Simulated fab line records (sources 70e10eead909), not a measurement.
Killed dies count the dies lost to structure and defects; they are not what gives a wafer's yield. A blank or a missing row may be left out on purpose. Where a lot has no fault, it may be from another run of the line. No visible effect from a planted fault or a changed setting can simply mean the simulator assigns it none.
Which tool was responsible?	flow nand_harc	72 wafers from 24 lots sampled at 6 of the route's 1302 steps

== WHAT THE GAUGES READ, wafer by wafer ==
The record holds no reading of a measuring or inspecting step that can be judged against a usual standard deviation.

== WHAT TOOL EACH LOT RAN ON (gives the tool, then ch and the chambers of the sampled wafers, and finally the start) ==
lot	NHARC_A_CHANNEL_HOLE_D1_DEP_00	NHARC_A_CHANNEL_HOLE_D1_ETCH_21	NHARC_A_CHANNEL_HOLE_D1_ETCH_33	NHARC_A_CHANNEL_HOLE_D1_XSEM_31	NHARC_A_CHANNEL_FILL_D1_ALD_14	NHARC_A_CHANNEL_FILL_D1_ALD_25
L074	acl_dep-02 ch 0, day 8 02:37	har_etch-02 ch 0,1, day 8 07:04	har_etch-02 ch 0,1, day 8 10:37	xsem-01 ch 0, day 8 12:15	ald_hk-04 ch 0,2,3, day 8 20:21	ald_hk-01 ch 0,2,3, day 10 03:02
L076	acl_dep-01 ch 0, day 8 18:01	har_etch-02 ch 0,1, day 8 23:28	har_etch-02 ch 0,1, day 9 03:00	xsem-02 ch 0, day 9 04:38	ald_hk-01 ch 0,1,2, day 9 12:22	ald_hk-04 ch 1,2,3, day 10 18:04
L075	acl_dep-02 ch 0, day 8 19:11	har_etch-01 ch 0,1, day 8 23:08	har_etch-01 ch 0,1, day 9 02:35	xsem-01 ch 0, day 9 04:11	ald_hk-01 ch 1,3, day 9 12:37	ald_hk-02 ch 2,3, day 10 18:02
L078	acl_dep-01 ch 0, day 9 15:47	har_etch-02 ch 0,1, day 10 02:27	har_etch-02 ch 0,1, day 10 06:00	xsem-02 ch 0, day 10 07:37	ald_hk-04 ch 1,2,3, day 10 15:01	ald_hk-02 ch 0,1,3, day 12 03:25
L077	acl_dep-02 ch 0, day 9 16:05	har_etch-01 ch 0,1, day 9 22:40	har_etch-01 ch 0,1, day 10 02:07	xsem-01 ch 0, day 10 03:41	ald_hk-01 ch 2,3, day 10 11:13	ald_hk-04 ch 0,1,2, day 11 18:02
L079	acl_dep-01 ch 0, day 10 08:13	har_etch-02 ch 0,1, day 10 12:35	har_etch-02 ch 0,1, day 10 16:05	xsem-02 ch 0, day 10 17:40	ald_hk-04 ch 0,1,3, day 11 01:04	ald_hk-02 ch 0,2,3, day 12 06:38
L080	acl_dep-03 ch 0, day 10 21:31	har_etch-02 ch 0,1, day 11 01:56	har_etch-02 ch 0,1, day 11 05:29	xsem-02 ch 0, day 11 07:07	ald_hk-02 ch 0,1,3, day 11 14:29	ald_hk-02 ch 0,1,3, day 12 21:10
L081	acl_dep-01 ch 0, day 11 04:51	har_etch-01 ch 0,1, day 11 08:47	har_etch-01 ch 0,1, day 11 12:15	xsem-01 ch 0, day 11 13:58	ald_hk-01 ch 0,1,3, day 11 21:21	ald_hk-04 ch 1,2, day 13 07:01
L082	acl_dep-03 ch 0, day 11 21:59	har_etch-01 ch 0,1, day 12 01:50	har_etch-01 ch 0,1, day 12 05:18	xsem-01 ch 0, day 12 06:54	ald_hk-01 ch 0,2,3, day 12 15:41	ald_hk-01 ch 0,3, day 14 04:33
L083	acl_dep-02 ch 0, day 12 04:05	har_etch-02 ch 0,1, day 12 08:13	har_etch-02 ch 0,1, day 12 11:46	xsem-02 ch 0, day 12 13:23	ald_hk-01 ch 0,1,2, day 12 20:44	ald_hk-04 ch 0,2,3, day 14 04:33
L084	acl_dep-03 ch 0, day 12 10:55	har_etch-02 ch 0,1, day 12 16:25	har_etch-02 ch 0,1, day 12 19:50	xsem-01 ch 0, day 12 21:23	ald_hk-02 ch 0,1,2, day 13 08:04	ald_hk-04 ch 0,1, day 14 13:44
L085	acl_dep-01 ch 0, day 12 23:40	har_etch-01 ch 0,1, day 13 04:11	har_etch-01 ch 0,1, day 13 07:43	xsem-02 ch 0, day 13 09:21	ald_hk-04 ch 0,3, day 13 16:40	ald_hk-04 ch 0,1,2, day 14 22:39
L086	acl_dep-02 ch 0, day 13 09:31	har_etch-02 ch 1, day 13 14:43	har_etch-02 ch 1, day 13 21:33	xsem-01 ch 0, day 13 23:11	ald_hk-02 ch 0,1, day 14 06:57	ald_hk-04 ch 0,1,3, day 15 16:01
L087	acl_dep-01 ch 0, day 13 23:16	har_etch-01 ch 0,1, day 14 05:44	har_etch-01 ch 0,1, day 14 09:16	xsem-02 ch 0, day 14 11:01	ald_hk-01 ch 0,3, day 14 18:21	ald_hk-01 ch 2,3, day 16 01:10
L088	acl_dep-03 ch 0, day 14 15:38	har_etch-02 ch 0,1, day 14 20:10	har_etch-02 ch 0,1, day 14 23:41	xsem-01 ch 0, day 15 01:19	ald_hk-04 ch 1,2,3, day 15 08:40	ald_hk-01 ch 0,2,3, day 16 15:04
L089	acl_dep-02 ch 0, day 14 17:05	har_etch-01 ch 0,1, day 14 21:32	har_etch-01 ch 0,1, day 15 00:56	xsem-02 ch 0, day 15 02:29	ald_hk-02 ch 0,1,2, day 15 08:44	ald_hk-02 ch 2,3, day 16 15:03
L090	acl_dep-01 ch 0, day 15 01:29	har_etch-01 ch 0,1, day 15 05:17	har_etch-01 ch 0,1, day 15 08:46	xsem-02 ch 0, day 15 10:20	ald_hk-01 ch 0,2, day 15 17:37	ald_hk-02 ch 0,1,3, day 16 23:01
L091	acl_dep-02 ch 0, day 15 12:39	har_etch-02 ch 0,1, day 15 20:02	har_etch-02 ch 0,1, day 15 23:33	xsem-02 ch 0, day 16 01:10	ald_hk-01 ch 1,3, day 16 08:32	ald_hk-01 ch 1,2,3, day 17 15:10
L092	acl_dep-01 ch 0, day 15 23:00	har_etch-02 ch 0,1, day 16 02:57	har_etch-02 ch 0,1, day 16 06:26	xsem-02 ch 0, day 16 08:00	ald_hk-04 ch 2,3, day 16 15:19	ald_hk-02 ch 0,2, day 17 20:28
L093	acl_dep-02 ch 0, day 16 20:17	har_etch-01 ch 0,1, day 17 00:13	har_etch-01 ch 0,1, day 17 03:42	xsem-01 ch 0, day 17 05:16	ald_hk-04 ch 1,2, day 17 12:35	ald_hk-02 ch 1,3, day 18 17:58
L094	acl_dep-01 ch 0, day 17 04:41	har_etch-02 ch 0,1, day 17 15:04	har_etch-02 ch 0,1, day 17 18:38	xsem-02 ch 0, day 17 20:17	ald_hk-01 ch 2,3, day 18 03:32	ald_hk-02 ch 1,2, day 19 08:42
L095	acl_dep-02 ch 0, day 18 01:26	har_etch-01 ch 0,1, day 18 05:07	har_etch-01 ch 0,1, day 18 08:34	xsem-01 ch 0, day 18 10:08	ald_hk-01 ch 0,2,3, day 18 17:32	ald_hk-02 ch 1,2, day 19 22:38
L096	acl_dep-02 ch 0, day 18 04:07	har_etch-02 ch 0,1, day 18 08:07	har_etch-02 ch 0,1, day 18 11:41	xsem-02 ch 0, day 18 13:19	ald_hk-04 ch 0,1, day 18 20:39	ald_hk-01 ch 0,2,3, day 19 23:52
L097	acl_dep-01 ch 0, day 18 04:37	har_etch-01 ch 0,1, day 18 09:16	har_etch-01 ch 0,1, day 18 12:44	xsem-01 ch 0, day 18 14:19	ald_hk-04 ch 1,2,3, day 18 20:52	ald_hk-04 ch 1,3, day 19 23:15
- NHARC_A_CHANNEL_HOLE_D1_DEP_00: deposits aC, target thk 3100 nm.
- NHARC_A_CHANNEL_HOLE_D1_ETCH_21: etches the open film in C4F8/O2/Ar, time 514.3 s, target depth 1600 nm.
- NHARC_A_CHANNEL_HOLE_D1_ETCH_33: etches the open film in C4F8/O2/Ar, time 90 s, target depth 400 nm.
- NHARC_A_CHANNEL_HOLE_D1_XSEM_31
- NHARC_A_CHANNEL_FILL_D1_ALD_14: deposits SiO2, target thk 2.5 nm, pulse time 10 s, ald cycles 25.
- NHARC_A_CHANNEL_FILL_D1_ALD_25: deposits SiOx, target thk 60 nm, pulse time 10 s, ald cycles 600.

== WHAT THE TOOLS THEMSELVES READ (means of the sampled wafers that have a number; where no wafer has one, the mark that the record gives instead) ==
NHARC_A_CHANNEL_HOLE_D1_DEP_00.
lot	tool	throttle_valve_pct (%)
L074	acl_dep-02	34.993
L076	acl_dep-01	34.994
L075	acl_dep-02	35.001
L078	acl_dep-01	34.999
L077	acl_dep-02	34.996
L079	acl_dep-01	34.997
L080	acl_dep-03	34.992
L081	acl_dep-01	34.990
L082	acl_dep-03	35.008
L083	acl_dep-02	35.006
L084	acl_dep-03	35.001
L085	acl_dep-01	35.001
L086	acl_dep-02	35.002
L087	acl_dep-01	34.996
L088	acl_dep-03	34.994
L089	acl_dep-02	35.002
L090	acl_dep-01	34.996
L091	acl_dep-02	34.996
L092	acl_dep-01	35.000
L093	acl_dep-02	35.002
L094	acl_dep-01	34.997
L095	acl_dep-02	35.011
L096	acl_dep-02	34.997
L097	acl_dep-01	35.004

NHARC_A_CHANNEL_HOLE_D1_ETCH_21.
lot	tool	drypump_motor_current_A (A)	mfc_ar_sccm (sccm)	showerhead_plenum_p_Torr (Torr)	throttle_valve_pct (%)
L074	har_etch-02	6.5	375.1	3.62	32.158
L076	har_etch-02	6.3	374.1	3.52	32.155
L075	har_etch-01	5.4	375.2	3.73	32.148
L078	har_etch-02	6.3	373.8	3.51	32.155
L077	har_etch-01	5.7	375.0	3.73	32.162
L079	har_etch-02	6.3	375.3	3.51	32.153
L080	har_etch-02	6.2	375.1	3.51	32.148
L081	har_etch-01	5.3	375.8	3.72	32.161
L082	har_etch-01	5.3	374.8	3.71	32.153
L083	har_etch-02	6.5	375.8	3.59	32.157
L084	har_etch-02	6.3	375.9	3.49	32.152
L085	har_etch-01	5.7	374.6	3.70	32.157
L086	har_etch-02	6.7	374.2	3.68	32.152
L087	har_etch-01	5.4	375.2	3.69	32.141
L088	har_etch-02	6.5	375.4	3.76	32.152
L089	har_etch-01	5.3	373.3	3.69	32.146
L090	har_etch-01	5.4	375.8	3.69	32.150
L091	har_etch-02	6.5	375.9	3.75	32.158
L092	har_etch-02	6.3	375.4	3.83	32.160
L093	har_etch-01	5.7	374.4	3.68	32.157
L094	har_etch-02	6.3	376.3	3.82	32.156
L095	har_etch-01	5.3	375.3	3.66	32.165
L096	har_etch-02	6.5	375.1	3.74	32.160
L097	har_etch-01	5.6	375.0	3.66	32.160

NHARC_A_CHANNEL_HOLE_D1_ETCH_33.
lot	tool	bias_v (V)	drypump_motor_current_A (A)	mfc_ar_sccm (sccm)	showerhead_plenum_p_Torr (Torr)	throttle_valve_pct (%)
L074	har_etch-02	395	6.5	373.7	3.66	27.621
L076	har_etch-02	402	6.3	376.1	3.55	27.622
L075	har_etch-01	399	5.4	374.4	3.77	27.616
L078	har_etch-02	400	6.2	376.1	3.54	27.617
L077	har_etch-01	397	5.7	374.7	3.77	27.616
L079	har_etch-02	402	6.3	374.6	3.54	27.621
L080	har_etch-02	405	6.3	375.0	3.53	27.620
L081	har_etch-01	397	5.4	374.8	3.76	27.619
L082	har_etch-01	400	5.4	375.4	3.75	27.606
L083	har_etch-02	397	6.5	375.9	3.63	27.617
L084	har_etch-02	397	6.3	374.8	3.52	27.619
L085	har_etch-01	399	5.7	375.9	3.74	27.625
L086	har_etch-02	403	6.7	374.8	3.72	27.620
L087	har_etch-01	400	5.4	376.1	3.73	27.618
L088	har_etch-02	400	6.5	375.3	3.80	27.631
L089	har_etch-01	397	5.3	374.9	3.73	27.620
L090	har_etch-01	397	5.4	374.9	3.72	27.622
L091	har_etch-02	402	6.5	374.8	3.79	27.615
L092	har_etch-02	405	6.3	374.8	3.88	27.618
L093	har_etch-01	395	5.7	376.3	3.71	27.622
L094	har_etch-02	395	6.3	375.5	3.87	27.614
L095	har_etch-01	403	5.4	374.1	3.70	27.622
L096	har_etch-02	398	6.5	375.3	3.77	27.622
L097	har_etch-01	399	5.7	375.1	3.70	27.623

NHARC_A_CHANNEL_HOLE_D1_XSEM_31.
lot	tool	bot_cd_nm (nm)	bow_nm (nm)	tilt_deg (degrees)
L074	xsem-01	75.6	8.29	0.24
L076	xsem-02	73.7	8.82	0.04
L075	xsem-01	73.1	8.65	0.11
L078	xsem-02	76.3	8.68	0.11
L077	xsem-01	75.8	8.80	0.11
L079	xsem-02	76.4	8.91	0.07
L080	xsem-02	74.9	8.48	0.12
L081	xsem-01	74.8	8.32	0.07
L082	xsem-01	75.4	8.00	0.02
L083	xsem-02	74.3	8.34	0.11
L084	xsem-01	74.3	8.25	0.05
L085	xsem-02	74.1	8.54	0.08
L086	xsem-01	75.2	8.56	0.16
L087	xsem-02	75.1	8.75	0.08
L088	xsem-01	77.2	8.41	0.09
L089	xsem-02	74.9	8.59	0.08
L090	xsem-02	75.2	8.61	0.02
L091	xsem-02	75.0	8.88	-0.02
L092	xsem-02	74.8	8.61	0.04
L093	xsem-01	74.9	8.80	0.15
L094	xsem-02	75.3	8.35	0.07
L095	xsem-01	76.6	9.01	0.08
L096	xsem-02	75.4	7.95	0.07
L097	xsem-01	75.8	9.08	0.11

NHARC_A_CHANNEL_FILL_D1_ALD_14.
lot	tool	heater_power_w (W)	precursor_pulse_height_rel
L074	ald_hk-04	529	1.005
L076	ald_hk-01	500	0.974
L075	ald_hk-01	479	1.019
L078	ald_hk-04	524	1.001
L077	ald_hk-01	485	0.984
L079	ald_hk-04	511	1.003
L080	ald_hk-02	481	0.987
L081	ald_hk-01	487	1.006
L082	ald_hk-01	481	0.988
L083	ald_hk-01	504	0.993
L084	ald_hk-02	473	1.006
L085	ald_hk-04	483	0.985
L086	ald_hk-02	471	0.989
L087	ald_hk-01	487	0.993
L088	ald_hk-04	512	0.994
L089	ald_hk-02	476	1.000
L090	ald_hk-01	511	0.997
L091	ald_hk-01	459	1.010
L092	ald_hk-04	530	1.009
L093	ald_hk-04	523	0.992
L094	ald_hk-01	465	1.015
L095	ald_hk-01	488	0.999
L096	ald_hk-04	467	0.999
L097	ald_hk-04	509	0.994

NHARC_A_CHANNEL_FILL_D1_ALD_25.
lot	tool	heater_power_w (W)	precursor_pulse_height_rel
L074	ald_hk-01	487	0.984
L076	ald_hk-04	530	1.012
L075	ald_hk-02	451	1.019
L078	ald_hk-02	481	0.996
L077	ald_hk-04	485	0.995
L079	ald_hk-02	478	0.990
L080	ald_hk-02	487	1.016
L081	ald_hk-04	506	0.991
L082	ald_hk-01	459	1.007
L083	ald_hk-04	508	1.003
L084	ald_hk-04	464	1.015
L085	ald_hk-04	485	0.990
L086	ald_hk-04	483	0.993
L087	ald_hk-01	492	0.995
L088	ald_hk-01	485	1.004
L089	ald_hk-02	424	1.000
L090	ald_hk-02	459	1.003
L091	ald_hk-01	471	0.999
L092	ald_hk-02	494	1.006
L093	ald_hk-02	434	0.989
L094	ald_hk-02	423	1.015
L095	ald_hk-02	429	1.005
L096	ald_hk-01	488	1.012
L097	ald_hk-04	523	1.012

== THE ANSWER, worked out from the rows above alone ==
Rule: usual is defined by the lots themselves. The widest of any qualifying gaps counts: lots, ordered by their means at a reading, are off when they make up no more than a third of the lots, leave a main group of 4 or more, and stand apart from it by 3 or more times the standard deviation of that group's means. If all means in a main group match to the digits the tables above print for the reading, that group is not used. Also off: a lot with no number at a reading for which 4 or more lots have one. Where the step has rows for the other lots, those lots are counted as sound. First the gauges in route order, then the tools' own readings, where a lot's mean is used as printed above. At the first step where some lot is off, the reading lying furthest off is the one used; lots without a number count as furthest.
No lot is off on any of the readings shown, so nothing can be concluded from this.

== WHAT WAS PUT IN BY THE SIMULATOR ==
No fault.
